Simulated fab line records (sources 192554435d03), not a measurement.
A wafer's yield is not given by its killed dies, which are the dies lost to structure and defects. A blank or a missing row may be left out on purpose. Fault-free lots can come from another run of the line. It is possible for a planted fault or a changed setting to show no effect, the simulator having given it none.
fab line records -- flow n5Finfet
[record] lots = 10, wafers = 29, lastDay = 16
route steps=1938 shown BEOL_M1@765 BEOL_M4@1111 PASSIVATION@1936
lots untouched by any fault: they come from a run of this same line in which no faults occurred
startH: hours from the record's opening day to when the first of the lot's shown wafers began -- waitH: hours since the lot's step before -- " as in the row above -- L1.1+2: a row that stands for several wafers -- - no value, or no start given -- * or withheld: withheld -- < > ~ a bound
route shown NAME@n: a module of which the file shows steps, and the number in the route of the first -- usual: mean/standard deviation of fault-free wafers -- same: alike in all rows -- chamber/n: place in a boat -- sites: the reading at each site -- _std_site: standard deviation across them -- _edge_site: the outer-site mean with the inner-site mean subtracted -- radiusMm: for every site, how far away it sits from the centre of the wafer -- mask NAME#n: copy n -- behind: the last tool/chamber to shape the wafer -- hold: why the lot was held/for how many hours/how that ended -- device: whichever transistor did not switch (one of n, p or np) -- end of line: tests run on the same wafers once the route is complete -- where a step has no rows: the recipe by itself -- killed: not the wafer's yield, but the dies lost to structure and defects at the first sort -- map: the dies of a wafer, with x for killed, . for not killed, _ for no die there
set.NAME: the setting that was run; set.NAME@STEP: the one run at that earlier step -- model.NAME: the simulator's own value behind a step, which no gauge read
steps of the route over a sample of lots; a table a step, a row a wafer
services: the hour from which a tool's chamber was out of use, counted from the record's first day as startH (under 0 if before that day), plus the number of hours and why
[[steps]]
[step N5_BEOL_M1_OVL_MEAS_12]
[recipe] pointsPerWafer = 522
[usual] M1_OVL = 0.0/0.73
lot.wafer,tool,chamber,startH,waitH,M1_OVL[nm]
L564.1,overlay-01,0,129.96,0.0,0.7
L564.3,overlay-01,0,129.96,0.0,-0.5
L564.5,overlay-01,0,129.96,0.0,0.1
L565.1,overlay-01,0,130.65,0.0,0.3
L565.3,overlay-01,0,130.65,0.0,0.1
L565.5,overlay-01,0,130.65,0.0,-0.3
L567.1,overlay-02,0,149.96,0.0,0.0
L567.6,overlay-02,0,149.96,0.0,-0.4
L568.1,overlay-01,0,152.70,0.0,0.2
L568.3,overlay-01,0,152.70,0.0,-0.1
L568.6,overlay-01,0,152.70,0.0,-0.5
L569.1,overlay-02,0,161.38,0.0,-0.2
L569.3,overlay-02,0,161.38,0.0,-0.3
L569.5,overlay-02,0,161.38,0.0,-0.6
L571.1,overlay-02,0,174.24,0.0,0.8
L571.2,overlay-02,0,174.24,0.0,0.3
L571.3,overlay-02,0,174.24,0.0,1.4
L579.1,overlay-02,0,217.68,0.0,0.6
L579.2,overlay-02,0,217.68,0.0,0.9
L579.5,overlay-02,0,217.68,0.0,1.6
L580.2,overlay-02,0,221.26,0.0,0.1
L580.3,overlay-02,0,221.26,0.0,-0.7
L580.4,overlay-02,0,221.26,0.0,0.3
L582.2,overlay-02,0,249.25,0.0,-0.3
L582.4,overlay-02,0,249.25,0.0,0.0
L582.5,overlay-02,0,249.25,0.0,-1.0
L581.2,overlay-02,0,250.15,0.0,0.1
L581.5,overlay-02,0,250.15,0.0,-0.2
L581.6,overlay-02,0,250.15,0.0,-0.7
[step N5_BEOL_M1_ETCH_74]
[recipe] chemistry = N2/H2, target = underlayer, targetDepthA = 65, maskMaterial = CAR-EUV, timeS = 5.2, ionEnergyEv = 200, pressureMtorr = 30, sourceW = 840, biasW = 150, n2FlowSccm = 200, h2FlowSccm = 200, ends = cleared
[usual] drypumpMotorCurrentA = 5.8/0.43, etchRfOnTimeS = 5.22/0.2, n2FlowSccm = 199.9/0.6, oesProductAu = 0.66/0.075, rfVppV = 524.8/2.4, showerheadPlenumPTorr = 2.57/0.079, throttleValvePct = 17.9/0.3
lot.wafer,tool,chamber,startH,waitH,drypumpMotorCurrentA,etchRfOnTimeS,n2FlowSccm,oesProductAu,rfHoursCounterH,rfVppV,showerheadPlenumPTorr,throttleValvePct
L564.1,rieDiel-01,3,130.09,0.0,6.4,5.45,200.3,0.57,227,524.0,2.51,17.9
L564.3,rieDiel-01,0,130.09,0.0,5.1,5.14,200.6,0.64,161,525.2,2.65,17.8
L564.5,rieDiel-01,0,130.09,0.0,5.1,5.10,200.5,0.64,-,527.7,2.65,17.8
L565.1,rieDiel-02,2,130.77,0.0,6.0,5.20,199.9,0.65,160,525.6,2.66,18.1
L565.3,rieDiel-02,3,130.77,0.0,5.8,5.14,200.5,0.60,193,524.6,2.51,18.4
L565.5,rieDiel-02,3,130.77,0.0,5.7,5.08,200.8,0.61,-,522.5,2.51,18.4
L567.1,rieDiel-03,0,150.09,0.0,6.1,5.42,199.3,0.63,153,526.8,2.64,17.6
L567.6,rieDiel-03,0,150.09,0.0,6.1,5.46,199.5,0.63,-,526.5,2.64,17.6
L568.1,rieDiel-03,0,152.83,0.0,6.1,5.47,200.5,0.63,154,527.5,2.64,17.6
L568.3,rieDiel-03,2,152.83,0.0,6.4,5.15,200.1,0.63,159,522.4,2.52,17.6
L568.6,rieDiel-03,0,152.83,0.0,6.1,5.46,200.3,0.63,-,526.3,2.64,17.6
L569.1,rieDiel-03,2,161.53,0.0,6.4,5.12,199.3,0.63,161,521.4,2.52,17.7
L569.3,rieDiel-03,0,161.53,0.0,6.1,5.42,198.8,0.63,156,525.1,2.64,17.6
L569.5,rieDiel-03,1,161.53,0.0,5.7,5.32,200.2,0.63,-,523.9,2.52,18.1
L571.1,rieDiel-03,0,174.62,0.0,6.1,5.48,201.3,0.63,160,527.4,2.63,17.6
L571.2,rieDiel-03,2,174.62,0.0,6.4,5.10,198.9,0.63,166,526.9,2.52,17.7
L571.3,rieDiel-03,3,174.62,0.0,6.6,5.54,199.5,0.74,33,527.4,2.69,17.6
L579.1,rieDiel-01,0,217.82,0.0,5.1,5.05,201.0,0.63,189,526.0,2.63,17.9
L579.2,rieDiel-01,2,217.82,0.0,5.4,4.95,201.3,0.74,78,525.2,2.59,18.4
L579.5,rieDiel-01,1,217.82,0.0,5.7,5.26,199.8,0.83,-,524.8,2.50,17.5
L580.2,rieDiel-01,0,221.38,0.0,5.1,5.05,199.2,0.63,191,526.3,2.63,17.9
L580.3,rieDiel-01,2,221.38,0.0,5.5,4.95,199.0,0.74,80,524.8,2.59,18.4
L580.4,rieDiel-01,0,221.38,0.0,5.1,5.02,199.4,0.63,-,525.6,2.63,17.8
L582.2,rieDiel-03,0,249.37,0.0,6.1,5.45,200.0,0.62,179,524.8,2.62,17.6
L582.4,rieDiel-03,3,249.37,0.0,6.6,5.55,198.8,0.71,53,528.8,2.68,17.6
L582.5,rieDiel-03,3,249.37,0.0,6.6,5.48,199.9,0.72,-,528.1,2.68,17.6
L581.2,rieDiel-02,2,250.27,0.0,6.0,5.21,201.1,0.62,200,527.4,2.64,18.2
L581.5,rieDiel-02,2,250.27,0.0,6.0,5.21,200.8,0.62,-,526.4,2.64,18.2
L581.6,rieDiel-02,3,250.27,0.0,5.7,5.00,199.4,0.59,-,524.8,2.50,18.4
[step N5_BEOL_M1_ETCH_63]
[recipe] chemistry = CF4, target = SiARC, targetDepthA = 156, maskMaterial = CAR-EUV, timeS = 26, ionEnergyEv = 80, pressureMtorr = 40, sourceW = 545, biasW = 36, Ar_flow_sccm = 100, cf4FlowSccm = 100, ends = cleared
[usual] cf4FlowSccm = 100.0/0.3, drypumpMotorCurrentA = 5.8/0.43, etchRfOnTimeS = 26.0/0.88, oesProductAu = 0.66/0.075, rfVppV = 184.4/1.1, showerheadPlenumPTorr = 2.16/0.061, throttleValvePct = 15.64/0.27
lot.wafer,tool,chamber,startH,waitH,cf4FlowSccm,drypumpMotorCurrentA,etchRfOnTimeS,oesProductAu,rfHoursCounterH,rfVppV,showerheadPlenumPTorr,throttleValvePct
L564.1,rieDiel-01,3,130.11,0.0,99.8,6.4,27.6,0.57,227,184.1,2.11,15.71
L564.3,rieDiel-01,0,130.11,0.0,100.1,5.1,25.4,0.64,161,183.5,2.23,15.60
L564.5,rieDiel-01,0,130.11,0.0,99.9,5.1,25.3,0.64,-,185.4,2.23,15.59
L565.1,rieDiel-02,2,130.79,0.0,100.0,6.0,25.3,0.66,160,185.3,2.23,15.72
L565.3,rieDiel-02,3,130.79,0.0,100.1,5.8,25.8,0.60,193,185.0,2.11,15.98
L565.5,rieDiel-02,3,130.79,0.0,99.5,5.8,25.7,0.60,-,182.7,2.11,15.98
L567.1,rieDiel-03,0,150.10,0.0,100.2,6.1,27.0,0.63,153,184.5,2.22,15.49
L567.6,rieDiel-03,0,150.10,0.0,99.9,6.1,27.2,0.64,-,185.6,2.22,15.49
L568.1,rieDiel-03,0,152.85,0.0,100.2,6.1,27.0,0.64,154,185.5,2.22,15.46
L568.3,rieDiel-03,2,152.85,0.0,100.2,6.4,26.0,0.64,159,183.9,2.15,15.63
L568.6,rieDiel-03,0,152.85,0.0,100.0,6.1,27.1,0.63,-,184.9,2.22,15.50
L569.1,rieDiel-03,2,161.55,0.0,100.4,6.4,18.3,0.77,161,182.3,2.15,15.65
L569.3,rieDiel-03,0,161.55,0.0,100.0,6.1,27.4,0.64,156,183.2,2.22,15.48
L569.5,rieDiel-03,1,161.55,0.0,99.8,5.7,26.9,0.62,-,184.1,2.13,15.86
L571.1,rieDiel-03,0,174.64,0.0,99.6,6.1,19.0,0.79,160,184.1,2.22,15.49
L571.2,rieDiel-03,2,174.64,0.0,100.2,6.4,25.6,0.63,166,183.9,2.14,15.66
L571.3,rieDiel-03,3,174.64,0.0,100.0,6.5,27.3,0.75,33,187.2,2.26,15.34
L579.1,rieDiel-01,0,217.84,0.0,99.6,5.1,25.0,0.63,189,184.1,2.22,15.66
L579.2,rieDiel-01,2,217.84,0.0,99.9,5.4,25.2,0.73,78,185.3,2.15,15.73
L579.5,rieDiel-01,1,217.84,0.0,100.1,5.7,25.6,0.85,-,183.0,2.09,15.03
L580.2,rieDiel-01,0,221.40,0.0,99.7,5.1,25.0,0.63,191,183.6,2.22,15.66
L580.3,rieDiel-01,2,221.40,0.0,100.3,5.4,25.0,0.73,80,184.2,2.15,15.74
L580.4,rieDiel-01,0,221.40,0.0,100.0,5.1,25.0,0.63,-,184.5,2.22,15.65
L582.2,rieDiel-03,0,249.39,0.0,100.4,6.1,27.0,0.62,179,184.3,2.21,15.52
L582.4,rieDiel-03,3,249.39,0.0,100.4,6.6,27.4,0.72,53,186.0,2.25,15.40
L582.5,rieDiel-03,3,249.39,0.0,100.3,6.6,27.5,0.72,-,186.2,2.25,15.37
L581.2,rieDiel-02,2,250.28,0.0,100.2,6.0,25.7,0.62,200,184.4,2.22,15.79
L581.5,rieDiel-02,2,250.28,0.0,100.3,6.0,25.7,0.62,-,185.2,2.22,15.79
L581.6,rieDiel-02,3,250.28,0.0,99.9,5.7,25.4,0.58,-,184.0,2.10,16.06
[step N5_BEOL_M1_CD_MEAS_18]
[recipe] pitchNm = 36, targetCdNm = 18
[usual] cdNm = 17.7/0.46
lot.wafer,tool,chamber,startH,waitH,cdNm
L564.1,cdSem-01,-,130.48,0.0,18.3
L564.3,cdSem-01,-,130.48,0.0,18.1
L564.5,cdSem-01,-,130.48,0.0,17.6
L565.1,cdSem-02,-,131.32,0.0,18.0
L565.3,cdSem-02,-,131.32,0.0,17.5
L565.5,cdSem-02,-,131.32,0.0,17.0
L567.1,cdSem-03,-,150.49,0.0,18.1
L567.6,cdSem-03,-,150.49,0.0,17.6
L568.1,cdSem-01,-,153.30,0.0,17.1
L568.3,cdSem-01,-,153.30,0.0,17.7
L568.6,cdSem-01,-,153.30,0.0,17.3
L569.1,cdSem-01,-,162.07,0.0,17.0
L569.3,cdSem-01,-,162.07,0.0,17.1
L569.5,cdSem-01,-,162.07,0.0,17.9
L571.1,cdSem-02,-,175.12,0.0,17.0
L571.2,cdSem-02,-,175.12,0.0,16.6
L571.3,cdSem-02,-,175.12,0.0,17.1
L579.1,cdSem-01,-,218.22,0.0,17.7
L579.2,cdSem-01,-,218.22,0.0,17.8
L579.5,cdSem-01,-,218.22,0.0,18.5
L580.2,cdSem-01,-,221.91,0.1,17.8
L580.3,cdSem-01,-,221.91,0.1,18.1
L580.4,cdSem-01,-,221.91,0.1,18.0
L582.2,cdSem-02,-,249.93,0.1,17.2
L582.4,cdSem-02,-,249.93,0.1,17.6
L582.5,cdSem-02,-,249.93,0.1,17.5
L581.2,cdSem-02,-,250.73,0.1,18.4
L581.5,cdSem-02,-,250.73,0.1,17.7
L581.6,cdSem-02,-,250.73,0.1,17.5
[step N5_BEOL_M4_RC_MEAS_101]
[usual] DIBL_N = 36.8/2.2, DIBL_P = 37.0/2.8, IOFF_N = 0.18/0.043, IOFF_P = 0.23/0.05, ION_N = 680/14, ION_P = 466/9.1, SS_N = 71.7/0.74, SS_P = 73.5/0.79, VT_N = 248/4, VT_P = -249/4.1
lot.wafer,tool,chamber,startH,waitH,DIBL_N[mV/V],DIBL_P[mV/V],IOFF_N[nA/um],IOFF_P[nA/um],ION_N[uA/um],ION_P[uA/um],SS_N[mV/dec],SS_P[mV/dec],VT_N[mV],VT_P[mV]
L565.1,prober-01,0,169.07,0.0,39.6,41.3,0.29,0.36,715,484,72.7,74.8,238,-241
L565.3,prober-01,0,169.07,0.0,35.4,36.2,0.17,0.22,691,470,71.5,73.3,247,-246
L565.5,prober-01,0,169.07,0.0,37.8,39.6,0.23,0.32,696,480,72.1,74.0,243,-242
L564.1,prober-02,0,177.57,0.0,37.8,36.7,0.16,0.19,666,450,71.9,73.9,249,-254
L564.3,prober-02,0,177.57,0.0,34.9,33.9,0.13,0.17,677,462,69.7,73.0,252,-255
L564.5,prober-02,0,177.57,0.0,38.9,38.6,0.19,0.23,688,463,71.8,73.7,248,-251
L567.1,prober-01,0,200.37,0.2,36.6,39.3,0.18,0.20,682,455,71.6,73.9,246,-253
L567.6,prober-01,0,200.37,0.2,32.5,33.7,0.10,0.13,659,444,70.4,72.3,255,-259
L568.1,prober-01,0,203.58,0.0,36.2,37.8,0.16,0.20,681,464,72.4,72.9,250,-251
L568.3,prober-01,0,203.58,0.0,39.3,41.7,0.21,0.29,692,469,73.0,74.6,247,-248
L568.6,prober-01,0,203.58,0.0,36.2,38.4,0.15,0.20,676,463,71.3,72.4,249,-251
L569.1,prober-02,0,205.15,0.0,38.0,36.7,0.21,0.23,690,468,71.7,73.6,246,-250
L569.3,prober-02,0,205.15,0.0,39.4,38.2,0.22,0.24,699,469,72.1,74.7,249,-248
L569.5,prober-02,0,205.15,0.0,34.8,32.6,0.13,0.16,684,462,71.1,72.6,253,-253
L571.1,prober-02,0,224.45,0.0,40.9,45.1,0.28,0.36,698,474,72.8,75.9,240,-244
L571.2,prober-02,0,224.45,0.0,36.3,39.3,0.17,0.23,685,472,71.2,72.8,247,-251
L571.3,prober-02,0,224.45,0.0,31.0,32.1,0.09,0.13,647,449,69.7,71.9,256,-257
L579.1,prober-02,0,255.22,0.0,38.0,35.6,0.16,0.18,675,453,71.6,73.2,249,-254
L579.2,prober-02,0,255.22,0.0,38.0,37.6,0.18,0.21,678,454,72.3,73.6,249,-251
L579.5,prober-02,0,255.22,0.0,34.9,31.6,0.12,0.13,662,448,71.6,72.1,254,-256
L580.2,prober-02,0,260.82,0.2,38.1,35.3,0.18,0.24,688,475,72.0,73.1,249,-246
L580.3,prober-02,0,260.82,0.2,40.9,38.5,0.22,0.30,693,478,72.2,74.1,243,-244
L580.4,prober-02,0,260.82,0.2,38.4,35.4,0.16,0.23,669,459,71.9,73.5,252,-248
L582.2,prober-01,0,284.66,0.2,33.8,32.3,0.13,0.18,664,461,71.4,72.0,253,-252
L582.4,prober-01,0,284.66,0.2,36.8,36.9,0.18,0.25,682,468,71.5,72.8,247,-249
L582.5,prober-01,0,284.66,0.2,38.4,38.7,0.23,0.27,700,479,71.8,73.7,242,-248
L581.2,prober-02,0,284.80,0.2,34.6,34.2,0.13,0.19,664,457,70.7,73.0,252,-251
L581.5,prober-02,0,284.80,0.2,30.4,29.0,0.08,0.12,636,441,69.9,71.5,259,-257
L581.6,prober-02,0,284.80,0.2,39.2,40.9,0.25,0.31,695,474,71.6,74.1,242,-244
[step N5_PASSIVATION_PROBE_49]
[usual] defectLimitedYield = 91.4/1.5, killed_at_M0_to_M3 = 36/11, killed_at_M4_up = 14/6, killedAtContacts = 11/6, killedAtFrontEnd = 37/11, killedAtOther = 4/3.4, killedDies = 102/18, killedOpen = 66/13, killedShort = 34/7.8, sort_bin_4_leakage = 0.00/0.017, sort_bin_5_function = 5.0/0.97, sort_bin_6_memory = 3.2/0.7, sort_bin_8_speed = 0.0/0.38, sortNPass = 1078/19, sortYieldPct = 91.3/1.6
[same] grossDies = 1180, killedAtBackSide = 0
lot.wafer,tool,chamber,startH,waitH,defectLimitedYield[%],killed_at_M0_to_M3,killed_at_M4_up,killedAtContacts,killedAtFrontEnd,killedAtOther,killedDies,killedOpen,killedShort,sort_bin_4_leakage[%],sort_bin_5_function[%],sort_bin_6_memory[%],sort_bin_8_speed[%],sortNPass,sortYieldPct[%]
L568.1,prober-01,-,309.49,0.0,93.7,28,9,7,26,4,74,48,24,0,3.0,3.0,0,1106,93.7
L568.3,prober-01,-,309.59,0.1,93.8,37,5,9,18,4,73,46,25,0.08,3.9,2.1,0,1106,93.7
L568.6,prober-01,-,309.74,0.3,92.1,39,7,8,36,3,93,55,36,0,4.4,3.2,0,1087,92.1
L579.1,prober-02,-,358.91,0.6,91.6,21,9,6,59,4,99,67,32,0,5.8,2.5,0,1081,91.6
L579.2,prober-02,-,358.96,0.7,89.4,42,19,12,43,9,125,84,41,0,5.9,4.2,0,1055,89.4
L579.5,prober-02,-,359.11,0.8,88.6,43,7,18,54,12,134,98,36,0,6.9,4.5,0,1046,88.6
L580.2,prober-01,-,363.62,0.1,91.3,42,17,7,34,3,103,55,45,0,5.4,2.9,0,1077,91.3
L580.3,prober-01,-,363.67,0.1,91.4,28,9,9,53,2,101,60,41,0,6.0,2.1,0,1079,91.4
L580.4,prober-01,-,363.72,0.2,93.1,30,10,7,34,0,81,56,24,0,3.6,2.8,0,1099,93.1
L582.2,prober-02,-,390.76,0.1,93.1,15,9,4,43,10,81,37,28,0,3.7,2.2,0,1099,93.1
L582.4,prober-02,-,390.86,0.2,95.1,16,10,3,26,3,58,34,24,0,3.1,1.7,0,1122,95.1
L582.5,prober-02,-,390.91,0.2,93.2,28,10,10,27,5,80,45,33,0,3.9,2.7,0,1100,93.2
// killed by level:class
L568.1 DUMMY_GATE:geometricParticle:open=7 BEOL_M1:geometricParticle:open=6 BEOL_M2:geometricParticle:open=6 BEOL_M3:geometricParticle:open=5 MOL_CONTACT_COAG:geometricParticle:short=4 BEOL_M0_SAQP:geometricParticle:short=4 FIN_SAQP:geometricParticle:short=3 STI_FIN_REVEAL:geometricParticle:open=3
L568.3 MOL_CONTACT_COAG:geometricParticle:open=8 BEOL_M0_SAQP:geometricParticle:short=8 BEOL_M3:geometricParticle:open=8 BEOL_M0_SAQP:geometricParticle:open=7 BEOL_M1:geometricParticle:open=4 BEOL_M2:geometricParticle:open=4 FIN_SAQP:geometricParticle:short=3 GATE_CUT:geometricParticle:short=3
L568.6 BEOL_M2:geometricParticle:open=12 BEOL_M0_SAQP:geometricParticle:short=8 FIN_SAQP:geometricParticle:short=7 MOL_CONTACT_COAG:geometricParticle:open=6 BEOL_M1:geometricParticle:open=6 STARTING-WAFER:geometricParticle:short=6 DUMMY_GATE:geometricParticle:open=5 GATE_CUT:geometricParticle:short=5
L579.1 FIN_SAQP:geometricParticle:open=15 STI_FIN_REVEAL:geometricParticle:open=11 FIN_SAQP:geometricParticle:short=9 DUMMY_GATE:geometricParticle:open=7 BEOL_M0_SAQP:geometricParticle:short=7 BEOL_M4:geometricParticle:open=7 MOL_CONTACT_COAG:geometricParticle:open=6 BEOL_M0_SAQP:geometricParticle:open=5
L579.2 FIN_SAQP:geometricParticle:open=19 BEOL_M0_SAQP:geometricParticle:open=17 BEOL_M0_SAQP:geometricParticle:short=16 BEOL_M4:geometricParticle:open=12 FIN_SAQP:geometricParticle:short=10 MOL_CONTACT_COAG:geometricParticle:open=10 STI_FIN_REVEAL:geometricParticle:open=6 PASS1_CAP:geometricParticle:open=4
L579.5 FIN_SAQP:geometricParticle:open=18 MOL_CONTACT_COAG:geometricParticle:open=16 STI_FIN_REVEAL:geometricParticle:open=12 BEOL_M2:geometricParticle:open=12 FIN_SAQP:geometricParticle:short=8 BEOL_M0_SAQP:geometricParticle:short=8 BEOL_M0_SAQP:geometricParticle:open=7 BEOL_M1:geometricParticle:open=6
L580.2 BEOL_M1:geometricParticle:open=13 GATE_CUT:geometricParticle:short=8 BEOL_M4:geometricParticle:short=8 GATE_CUT:geometricParticle:open=7 BEOL_M0_SAQP:geometricParticle:short=7 BEOL_M0_SAQP:geometricParticle:open=6 MOL_CONTACT_COAG:geometricParticle:open=5 BEOL_M1:geometricParticle:short=5
L580.3 BEOL_M2:geometricParticle:open=8 FIN_SAQP:geometricParticle:short=7 GATE_CUT:geometricParticle:short=7 GATE_CUT:geometricParticle:open=6 MOL_CONTACT_COAG:geometricParticle:open=5 BEOL_M1:geometricParticle:open=5 MOL_CONTACT_COAG:geometricParticle:short=4 BEOL_M4:geometricParticle:open=4
L580.4 BEOL_M3:geometricParticle:open=15 STI_FIN_REVEAL:geometricParticle:open=10 GATE_CUT:geometricParticle:open=6 GATE_CUT:geometricParticle:short=5 MOL_CONTACT_COAG:geometricParticle:open=5 FIN_SAQP:geometricParticle:open=4 DUMMY_GATE:geometricParticle:open=2 ILD0:geometricParticle:short=2
L582.2 FIN_SAQP:geometricParticle:open=9 HKMG_FIN:areaEtch=7 ILD0:geometricParticle:short=5 BEOL_M4:geometricParticle:open=5 FIN_SAQP:geometricParticle:short=4 PASSIVATION:areaEtch=4 DUMMY_GATE:geometricParticle:open=3 ILD0:geometricParticle:open=3
L582.4 DUMMY_GATE:geometricParticle:open=8 FIN_SAQP:geometricParticle:short=6 BEOL_M1:geometricParticle:short=5 BEOL_M2:geometricParticle:open=5 BEOL_M4:geometricParticle:open=4 FIN_SAQP:geometricParticle:open=3 BEOL_M5:geometricParticle:open=3 GATE_CUT:geometricParticle:short=2
L582.5 DUMMY_GATE:geometricParticle:open=7 MOL_CONTACT_COAG:geometricParticle:open=7 BEOL_M0_SAQP:geometricParticle:short=6 BEOL_M0_SAQP:geometricParticle:open=6 FIN_SAQP:geometricParticle:short=5 BEOL_M1:geometricParticle:open=5 BEOL_M3:geometricParticle:open=4 STARTING-WAFER:geometricParticle:short=4
[[services]]
tool,chamber,startH,hours,kind
rieDiel-01,0,140.58,7.1,repair
rieDiel-01,-,143.86,3.3,repair
rieDiel-03,1,147.36,3.3,repair
rieDiel-03,-,160.73,0.5,repair
rieDiel-01,1,187.49,-,clean
rieDiel-01,1,187.49,-,consumableReplace:focusRing
rieDiel-01,1,187.49,23.4,scheduledDown
rieDiel-01,1,187.49,23.4,ventCycle
rieDiel-03,-,198.08,1.1,repair
rieDiel-03,-,199.54,2.6,repair
rieDiel-02,0,201.57,-,clean
rieDiel-02,0,201.57,-,consumableReplace:focusRing
rieDiel-02,0,201.57,21.2,scheduledDown
rieDiel-02,0,201.57,21.2,ventCycle
rieDiel-01,3,213.02,48.6,repair
rieDiel-03,0,216.61,2.9,repair
[[key]]
[firstSign] step = N5_BEOL_M1_ETCH_63, reading = etchRfOnTimeS, direction = down, sigmas = 8.3, usual = *, struck = *
effect none on later readings
metAt N5_BEOL_M1_ETCH_63
struckLots L569,L571
struckWafers L569.1,L571.1
notActingAt N5_BEOL_M1_OVL_MEAS_12,N5_BEOL_M1_ETCH_74,N5_BEOL_M1_CD_MEAS_18
onsetBetween 152.85 161.55
[fault] kind = processParameterDrift, tool = rieDiel-03, chamber = -, onsetH = 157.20, steps = N5_BEOL_M1_ETCH_63, channel = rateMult, offset = 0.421, shape = step, endH = 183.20, scope = struckWafersOnly
